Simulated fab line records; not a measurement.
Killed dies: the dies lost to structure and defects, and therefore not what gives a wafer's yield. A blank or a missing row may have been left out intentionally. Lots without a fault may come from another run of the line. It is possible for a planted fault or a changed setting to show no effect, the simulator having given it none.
fab line records	flow nand_harc
record: lots: 12	wafers: 36	last_day: 34
route steps=1302 shown A_M1@1191 A_BONDPAD@1223 END@1302
lots untouched by any fault: they come from a run of this same line in which no faults occurred
start_h: hours from the record's opening day to when the first of the lot's shown wafers began	wait_h: hours from the lot's prior step to this one	" repeats the value in the row above	L1.1+2: a row that stands for several wafers	- value missing, or start not given	* or withheld: withheld	< > ~ a bound
route shown NAME@n: a module of which the file shows steps, and the number in the route of the first	usual: the fault-free wafers' mean and standard deviation	same: alike in all rows	chamber/n: place in a boat	sites: per-site readings	_std_site: their standard deviation	_edge_site: the outer-site mean with the inner-site mean subtracted	radius_mm: for every site, how far away it sits from the centre of the wafer	mask NAME#n: copy n	behind: the last tool/chamber to shape the wafer	hold: the reason the lot was held/the length of the hold in hours/how it ended	device: the n, p or np transistor that did not switch	end of line: the tests these same wafers got at the end of their route	where a step has no rows: the recipe by itself	killed: count of dies lost to structure and defects at first sort (not the wafer's yield)	map: dies across one wafer; x = killed, . = not, _ = none there
set.NAME: the setting the step ran with; set.NAME@STEP: the setting that earlier step ran with	model.NAME: the simulator's own value behind a step, which no gauge read
one table for each step of the route and one row for each wafer, over a sample of lots
services: a tool's chamber out of use, with start hour (start_h, from the record's first day; less than 0 if before it), hours out, and reason
== steps ==
step: NHARC_A_M1_PVD_20
recipe: target_thk_a: 50	bias_v: 168.6	power_w: 15000	chamber_pressure_pa: 0.12	time_s: 8.06	substrate_temp_c: 50	material: TaN
usual: throttle_valve_pct: 29.7/1.1
lot.wafer	tool	chamber	start_h	wait_h	throttle_valve_pct
L565.1	pvd_sputter-02	-	-	-	29.0
L565.5	"	-	"	"	28.0
L565.6	"	-	"	"	30.6
L567.4	pvd_sputter-01	-	-	-	30.4
L567.1	"	-	"	"	31.0
L567.5	"	-	"	"	30.5
L566.1	pvd_sputter-02	-	-	-	30.9
L566.4	"	-	"	"	29.3
L566.6	"	-	"	"	30.2
L568.4	pvd_sputter-03	-	-	-	30.1
L568.6	"	-	"	"	30.2
L568.5	"	-	"	"	30.7
L572.1	pvd_sputter-01	-	-	-	28.1
L572.2	"	-	"	"	31.5
L572.5	"	-	"	"	31.9
L573.3	pvd_sputter-01	-	-	-	31.9
L573.6	"	-	"	"	31.1
L573.5	"	-	"	"	31.8
L581.1	pvd_sputter-02	-	-	-	29.0
L581.2	"	-	"	"	29.6
L581.5	"	-	"	"	30.1
L582.4	pvd_sputter-01	-	-	-	31.6
L582.3	"	-	"	"	27.9
L582.6	"	-	"	"	31.3
L580.3	pvd_sputter-01	-	-	-	27.8
L580.2	"	-	"	"	29.2
L580.5	"	-	"	"	29.3
L583.4	pvd_sputter-03	-	-	-	28.2
L583.6	"	-	"	"	28.1
L583.5	"	-	"	"	30.2
L585.1	pvd_sputter-03	-	-	-	30.0
L585.4	"	-	"	"	28.0
L585.6	"	-	"	"	29.7
L584.4	pvd_sputter-02	-	-	-	30.2
L584.3	"	-	"	"	29.3
L584.6	"	-	"	"	28.8
step: NHARC_A_M1_CMP_23
recipe: t_overpolish_s: 20	target_thk_nm: 154.34
usual: motor_current_A: 12.0/1.1	time_to_endpoint_s: 30/3.1
lot.wafer	tool	chamber	start_h	wait_h	motor_current_A	time_to_endpoint_s
L565.1	cmp-03	3	551.76	-	11.8	28
L565.5	"	0	"	"	11.8	32
L565.6	"	1	"	"	13.9	24
L567.1	cmp-03	0	562.94	-	11.8	29
L567.4	"	1	"	"	13.5	23
L567.5	"	3	"	"	11.9	28
L566.1	cmp-01	0	564.38	-	12.6	36
L566.4	"	1	"	"	11.2	35
L566.6	"	3	"	"	11.1	33
L568.4	cmp-01	2	588.65	-	12.6	33
L568.5	"	2	"	"	12.7	32
L568.6	"	3	"	"	11.7	31
L572.1	cmp-01	1	646.77	-	10.2	30
L572.2	"	3	"	"	11.4	27
L572.5	"	2	"	"	13.0	32
L573.3	cmp-03	0	648.76	-	11.5	31
L573.6	"	3	"	"	12.0	28
L573.5	"	0	"	"	10.8	28
L581.2	cmp-01	3	713.97	-	10.6	26
L581.1	"	0	"	"	13.2	29
L581.5	"	3	"	"	11.1	27
L582.3	cmp-02	3	715.17	-	13.3	27
L582.4	"	0	"	"	13.4	26
L582.6	"	2	"	"	9.8	29
L580.2	cmp-01	2	719.12	-	12.1	28
L580.3	"	3	"	"	11.5	25
L580.5	"	1	"	"	10.3	29
L583.4	cmp-01	1	740.83	-	10.6	34
L583.5	"	0	"	"	12.5	32
L583.6	"	1	"	"	10.8	34
L585.4	cmp-01	0	763.78	-	12.9	32
L585.1	"	1	"	"	10.9	33
L585.6	"	1	"	"	11.2	32
L584.4	cmp-02	1	765.71	-	11.5	30
L584.3	"	2	"	"	10.3	31
L584.6	"	3	"	"	12.9	29
step: NHARC_A_M1_INSPECT_27
usual: raw_defect_count: 520/140
lot.wafer	tool	chamber	start_h	wait_h	raw_defect_count
L565.1	defect_inspect-02	-	552.14	0.0	451
L565.5	"	-	"	"	688
L565.6	"	-	"	"	526
L567.1	defect_inspect-02	-	563.38	0.0	500
L567.4	"	-	"	"	424
L567.5	"	-	"	"	658
L566.1	defect_inspect-02	-	564.84	0.1	429
L566.4	"	-	"	"	293
L566.6	"	-	"	"	590
L568.4	defect_inspect-02	-	589.12	0.0	391
L568.5	"	-	"	"	421
L568.6	"	-	"	"	477
L572.1	defect_inspect-01	-	647.25	0.0	320
L572.2	"	-	"	"	370
L572.5	"	-	"	"	310
L573.3	defect_inspect-01	-	649.20	0.0	442
L573.5	"	-	"	"	689
L573.6	"	-	"	"	486
L581.1	defect_inspect-01	-	714.41	0.0	379
L581.2	"	-	"	"	477
L581.5	"	-	"	"	429
L582.3	defect_inspect-01	-	715.62	0.0	653
L582.4	"	-	"	"	533
L582.6	"	-	"	"	935
L580.2	defect_inspect-02	-	719.54	0.0	542
L580.3	"	-	"	"	664
L580.5	"	-	"	"	561
L583.4	defect_inspect-01	-	741.28	0.0	543
L583.5	"	-	"	"	395
L583.6	"	-	"	"	491
L585.1	defect_inspect-02	-	764.25	0.0	473
L585.4	"	-	"	"	491
L585.6	"	-	"	"	526
L584.3	defect_inspect-02	-	766.12	0.0	499
L584.4	"	-	"	"	712
L584.6	"	-	"	"	1106
step: NHARC_A_BONDPAD_ETCH_24
recipe: target_depth_a: 300	over_etch_frac: 0.3	time_s: 72.99	ion_energy_ev: 150	cf4_flow_sccm: 50	n2_flow_sccm: 100	ar_flow_sccm: 150	rf_w: 300	bias_w: 100	chemistry: CF4/N2
usual: bias_w: 99.96/0.3	cf4_flow_sccm: 49.97/0.15	drypump_motor_current_A: 5.9/0.48	n2_flow_sccm: 100.0/0.31	oes_product_au: 0.999/0.0092	rf_fwd_power_W: 297.3/1.1	rf_vpp_V: 314.6/1.9	showerhead_plenum_p_Torr: 2.65/0.097	throttle_valve_pct: 19.793/0.0095
lot.wafer	tool	chamber	start_h	wait_h	bias_w	cf4_flow_sccm	drypump_motor_current_A	n2_flow_sccm	oes_product_au	rf_fwd_power_W	rf_hours_counter_h	rf_vpp_V	showerhead_plenum_p_Torr	throttle_valve_pct
L565.1	rie_diel-08	3	554.85	-	100.26	49.92	5.5	100.4	0.979	296.5	0	314.9	2.64	19.780
L565.5	"	0	"	"	99.63	49.87	6.6	100.2	0.998	298.5	-	314.2	2.66	19.798
L565.6	"	1	"	"	99.74	50.09	5.9	99.6	1.003	298.1	-	316.6	2.79	19.792
L567.4	rie_diel-11	0	566.25	-	100.34	49.93	5.2	100.5	0.990	297.1	17	315.0	2.67	19.801
L567.1	"	1	"	"	99.98	49.95	6.1	99.9	0.987	298.2	14	315.1	2.66	19.791
L567.5	"	2	"	"	99.56	49.95	5.9	99.8	1.001	297.4	-	311.9	2.48	19.777
L566.4	rie_diel-08	0	567.57	-	99.74	49.66	6.6	100.1	1.010	297.2	0	313.3	2.66	19.784
L566.1	"	2	"	"	99.97	50.11	5.4	99.5	1.002	295.9	0	314.5	2.66	19.787
L566.6	"	1	"	"	99.79	49.85	5.9	99.4	1.003	297.7	-	316.2	2.79	19.798
L568.4	rie_diel-08	0	591.72	-	99.88	49.99	6.6	100.5	1.001	297.7	1	315.2	2.66	19.780
L568.5	"	2	"	"	99.87	49.94	5.4	99.5	0.998	295.8	-	314.1	2.65	19.800
L568.6	"	3	"	"	99.70	49.92	5.5	100.2	1.016	296.4	-	313.8	2.64	19.772
L572.2	rie_diel-08	1	649.94	-	-	-	-	-	-	-	-	-	-	-
L572.1	"	0	"	"	-	-	-	-	-	-	-	-	-	-
L572.5	"	2	"	"	-	-	-	-	-	-	-	-	-	-
L573.3	rie_diel-04	1	651.99	0.1	-	-	-	-	-	-	-	-	-	-
L573.6	"	1	"	"	-	-	-	-	-	-	-	-	-	-
L573.5	"	2	"	"	-	-	-	-	-	-	-	-	-	-
L581.2	rie_diel-08	0	717.12	-	99.97	50.27	6.6	99.9	1.010	297.3	4	314.8	2.66	19.801
L581.1	"	2	"	"	100.11	49.98	5.4	100.2	1.000	295.2	4	316.5	2.65	19.797
L581.5	"	3	"	"	99.82	49.99	5.5	99.8	0.999	297.9	-	315.5	2.64	19.791
L582.3	rie_diel-11	3	718.32	-	99.98	49.78	6.6	100.0	0.986	296.7	13	315.2	2.75	19.798
L582.4	"	0	"	"	99.89	50.19	5.2	99.9	1.006	298.5	15	315.3	2.65	19.793
L582.6	"	2	"	"	100.02	50.08	5.9	100.0	1.013	298.8	-	312.0	2.47	19.794
L580.2	rie_diel-11	2	722.22	-	99.79	49.85	5.9	100.1	0.989	297.3	13	310.9	2.47	19.783
L580.3	"	3	"	"	100.15	49.79	6.6	100.2	0.976	298.4	13	316.5	2.75	19.772
L580.5	"	0	"	"	99.87	50.07	5.2	100.2	0.998	297.7	-	314.2	2.65	19.803
L583.4	rie_diel-08	2	743.85	-	99.89	50.02	5.4	99.7	0.995	295.0	0	316.2	2.65	19.816
L583.5	"	3	"	"	100.04	49.90	5.5	100.3	1.019	297.7	-	313.8	2.64	19.794
L583.6	"	0	"	"	99.59	50.31	6.6	99.6	1.006	298.0	-	315.7	2.66	19.767
L585.4	rie_diel-08	2	766.82	-	99.94	50.04	5.4	100.4	1.000	297.0	0	315.7	2.65	19.789
L585.1	"	0	"	"	99.81	50.08	6.6	100.0	1.009	297.6	1	314.0	2.66	19.789
L585.6	"	2	"	"	100.03	50.08	5.4	100.3	0.997	296.1	-	314.9	2.65	19.779
L584.4	rie_diel-08	1	768.85	-	100.25	50.13	5.9	100.0	0.979	297.0	1	318.3	2.79	19.791
L584.3	"	2	"	"	100.02	50.19	5.4	100.0	0.997	296.3	1	314.7	2.65	19.797
L584.6	"	0	"	"	99.91	49.99	6.6	100.0	1.001	296.3	-	314.4	2.66	19.812
step: NHARC_END_SORT_01
recipe: temp_c: 25
usual: defect_limited_yield: 90.6/2.8	killed_at_array: 58/20	killed_at_other: 0.8/1	killed_at_periphery: 4.6/2.8	killed_dies: 63/19	killed_open: 3.4/2	killed_short: 2.4/1.8
same: gross_dies: 677
lot.wafer	tool	chamber	start_h	wait_h	defect_limited_yield[%]	killed_at_array	killed_at_other	killed_at_periphery	killed_dies	killed_open	killed_short
L573.3	prober-02	0	680.66	3.1	0	668	0	9	677	3	3
L573.5	prober-02	0	682.26	3.7	0	675	0	2	677	3	3
L573.6	prober-02	0	683.07	4.0	0	668	0	9	677	3	4
L572.1	prober-01	0	686.72	2.5	0	673	0	4	677	6	1
L572.2	prober-01	0	687.50	2.8	0	672	0	5	677	4	4
L572.5	prober-01	0	689.84	3.6	0	668	2	7	677	4	3
killed by level:class
L573.3 A_BONDPAD:area_etch=617 A_SLIT:chamber_film_flake=30 A_CHANNEL_HOLE_D1:chamber_film_flake=6 A_CONTACT:chamber_film_flake=5 P_M2:chamber_film_flake=4 A_STAIRCASE:chamber_film_flake=4 A_CHANNEL_FILL_D2:geometric_particle:short=2 P_GATE:chamber_film_flake=2
L573.5 A_BONDPAD:area_etch=624 A_SLIT:chamber_film_flake=32 A_CONTACT:chamber_film_flake=6 A_CHANNEL_HOLE_D1:chamber_film_flake=4 P_M2:chamber_film_flake=2 A_CHANNEL_FILL_D1:geometric_particle:short=1 A_CHANNEL_HOLE_D2:geometric_particle:open=1 A_CHANNEL_FILL_D2:geometric_particle:open=1
L573.6 A_BONDPAD:area_etch=622 A_SLIT:chamber_film_flake=31 P_M2:chamber_film_flake=6 A_CONTACT:chamber_film_flake=4 A_CHANNEL_HOLE_D1:chamber_film_flake=3 A_STAIRCASE:chamber_film_flake=2 P_GATE:geometric_particle:short=1 P_M0:geometric_particle:short=1
L572.1 A_BONDPAD:area_etch=634 A_CHANNEL_HOLE_D1:chamber_film_flake=23 A_STAIRCASE:chamber_film_flake=4 A_SLIT:chamber_film_flake=3 A_SOURCE_PLATE:geometric_particle:open=2 P_M2:chamber_film_flake=2 P_M0:geometric_particle:open=1 A_SGD_CUT:geometric_particle:open=1
L572.2 A_BONDPAD:area_etch=630 A_CHANNEL_HOLE_D1:chamber_film_flake=29 A_CHANNEL_HOLE_D2:chamber_film_flake=3 A_STAIRCASE:chamber_film_flake=2 P_GATE:geometric_particle:short=1 P_CONTACT:geometric_particle:open=1 A_ONON_D2:geometric_particle:short=1 A_CHANNEL_HOLE_D2:geometric_particle:short=1
L572.5 A_BONDPAD:area_etch=626 A_CHANNEL_HOLE_D1:chamber_film_flake=33 A_CONTACT:chamber_film_flake=3 P_M2:chamber_film_flake=3 A_SLIT:chamber_film_flake=3 P_M0:geometric_particle:open=2 P_BONDPAD:geometric_particle:short=1 A_DECK1_JOINT:geometric_particle:short=1
== services ==
tool	chamber	start_h	hours	kind
rie_diel-08	-	544.80	9.0	pm
cmp-01	-	548.97	1.3	repair
rie_diel-11	1	553.53	7.1	repair
cmp-03	-	554.10	4.0	pm
cmp-01	-	557.03	2.9	repair
pvd_sputter-03	-	559.95	4.1	repair
cmp-01	-	566.40	2.1	repair
cmp-01	-	577.66	4.0	pm
pvd_sputter-01	-	582.00	10.0	pm
cmp-03	-	586.98	3.0	repair
pvd_sputter-03	-	604.24	4.8	repair
pvd_sputter-02	-	614.97	15.0	repair
cmp-01	-	636.18	0.6	repair
pvd_sputter-02	-	638.18	10.0	pm
rie_diel-11	-	646.03	9.0	pm
pvd_sputter-01	-	648.49	2.4	repair
cmp-03	-	652.10	4.0	pm
cmp-01	-	675.66	4.0	pm
pvd_sputter-03	-	704.08	10.0	pm
cmp-03	-	710.70	0.9	repair
rie_diel-08	-	721.80	9.0	pm
cmp-01	-	752.03	0.6	repair
pvd_sputter-01	-	760.00	10.0	pm
cmp-01	-	762.83	0.2	repair
== key ==
first_sign: step: NHARC_A_BONDPAD_ETCH_24	reading: tool_record	direction: missing
effect: step: NHARC_END_SORT_01	reading: defect_limited_yield	direction: down	sigmas: 32	usual: 90.6	struck: 0
more_kills_born_at: NHARC_A_BONDPAD_ETCH_24@rie_diel-08: 1890	NHARC_A_BONDPAD_ETCH_24@rie_diel-04: 1863
met_at NHARC_A_BONDPAD_ETCH_24
struck_lots L572,L573
later_rows_left_out L572.1,L572.2,L572.5,L573.3,L573.5,L573.6
not_acting_at NHARC_A_M1_PVD_20,NHARC_A_M1_CMP_23,NHARC_A_M1_INSPECT_27
onset_between 591.72 649.94
fault: kind: skipped_step_whole	tool: rie_diel-04,rie_diel-08	chamber: -	onset_h: 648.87	steps: NHARC_A_BONDPAD_ETCH_24	scope: struck_lots_only
later_rows_left_out: the simulator's readings of these wafers behind a module that went badly wrong aren't trusted and aren't shown, but for the sort
